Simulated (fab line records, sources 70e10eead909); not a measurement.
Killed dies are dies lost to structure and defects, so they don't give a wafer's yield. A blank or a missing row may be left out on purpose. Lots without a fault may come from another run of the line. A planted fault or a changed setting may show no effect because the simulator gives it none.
A struck lot beside a sound one | flow nand_harc | 13 steps out of a route of 1159
Sound: wafers L638.4, L638.5, L638.6. Struck: wafer L625.4. (L625.1, L625.5 of the same lot were not struck and are left out.) The cause comes at the end.
At each step with rows: each side's tool, then ch and its chambers, then its first start. Under that, the readings that differ: sound wafers | struck wafers | difference of the means | sigmas: that difference in standard deviations of wafers without a fault.
alike: readings whose means differ by less than 2 such deviations, and words and numbers that are the same on both sides. not compared: withheld readings, readings that some wafer has no value for, bounds like >300 that may hide the same value, and numbers for which the record gives no deviation and whose values overlap.
The two part at a step that has a row with sigmas, a row that says differs or no value, or rows on one side only. Numbers that don't overlap but have no deviation are shown without sigmas and don't part them. A reading that every wafer of one side lacks parts them only if that side has two wafers or more.

NHARC_A_BONDPAD_DEGAS_25: time 60 s.
  sound on pvd_sputter-03, day 22 21:41; struck on pvd_sputter-03, day 20 16:20
  reading            | sound       | struck | difference | sigmas
  heater_power_w (W) | 524 523 525 | 419    | -105       | -3
then, 1 step without rows for these wafers: NHARC_A_BONDPAD_PRE_CLEAN_26 (time 30 s).
NHARC_A_BONDPAD_PVD_17: deposits TaN, target thk 5 nm, time 8.06 s.
  sound on pvd_sputter-03; struck on pvd_sputter-03
  alike: throttle_valve_pct
NHARC_A_BONDPAD_PVD_27: deposits Cu, target thk 30 nm, time 20.49 s.
  sound on pvd_sputter-03; struck on pvd_sputter-03
  alike: throttle_valve_pct
then, 1 step without rows for these wafers: NHARC_A_BONDPAD_ECD_18 (material Cu, target thk 400 nm).
NHARC_A_BONDPAD_ANNEAL_28: time 90 s.
  sound on rtp_anneal-01 ch 0, day 22 22:37; struck on rtp_anneal-01 ch 0, day 20 17:06
  alike: wafer_temp_C_max
NHARC_A_BONDPAD_CMP_19: polishes, t overpolish 30 s, cu recess touch 16 s, target thk 169.8 nm.
  sound on cmp-01 ch 0,1, day 22 22:48; struck on cmp-03 ch 1, day 20 17:29
  reading              | sound                | struck | difference | sigmas
  overpolish_run_s (s) | 29.990 29.992 29.983 | 30.029 | +0.041     | +5
  alike: motor_current_A, slurry_filter_dp_kPa
NHARC_A_BONDPAD_THK_MEAS_20: measures by xrf.
  sound on film_metro-02, day 22 23:07; struck on film_metro-02, day 20 17:46
  alike: thk_nm
then, 1 step without rows for these wafers: NHARC_A_BONDPAD_SRD_21 (time 30 s, dry time 20 s).
NHARC_A_BONDPAD_INSPECT_23:
  sound on defect_inspect-02, day 22 23:21; struck on defect_inspect-01, day 20 17:58
  alike: raw_defect_count
NHARC_HYBRID_BOND_ACTIVATE_00: chemistry N2, time 60 s.
  sound on rie_diel-11 ch 1,2,3, day 22 23:26; struck on rie_diel-10 ch 1, day 20 18:03
  reading          | sound          | struck | difference | sigmas
  run_length_s (s) | 81.7 82.0 82.1 | 72.3   | -9.6       | -25
  alike: drypump_motor_current_A, oes_product_au, rf_vpp_V, showerhead_plenum_p_Torr
  not compared: rf_hours_counter_h
then, 1 step without rows for these wafers: NHARC_HYBRID_BOND_PRECLEAN_01 (cleans in DIW, time 300 s).
NHARC_END_SORT_01:
  sound on prober-02 ch 0, day 24 06:37; struck on prober-02 ch 0, day 22 06:55
  reading             | sound | struck | difference | sigmas
  killed_at_periphery | 0 1 1 | 6      | +5         | +2
  alike: defect_limited_yield, killed_at_array, killed_at_other, killed_dies, killed_open, killed_short, sort_bin_2_pct, sort_bin_3_pct, sort_bin_4_pct, sort_n_pass, sort_rim_yield_pct, sort_yield_pct

WHERE THEY PART
First at NHARC_A_BONDPAD_DEGAS_25; last, within this record, at NHARC_END_SORT_01.

WHY: what the simulator had put in
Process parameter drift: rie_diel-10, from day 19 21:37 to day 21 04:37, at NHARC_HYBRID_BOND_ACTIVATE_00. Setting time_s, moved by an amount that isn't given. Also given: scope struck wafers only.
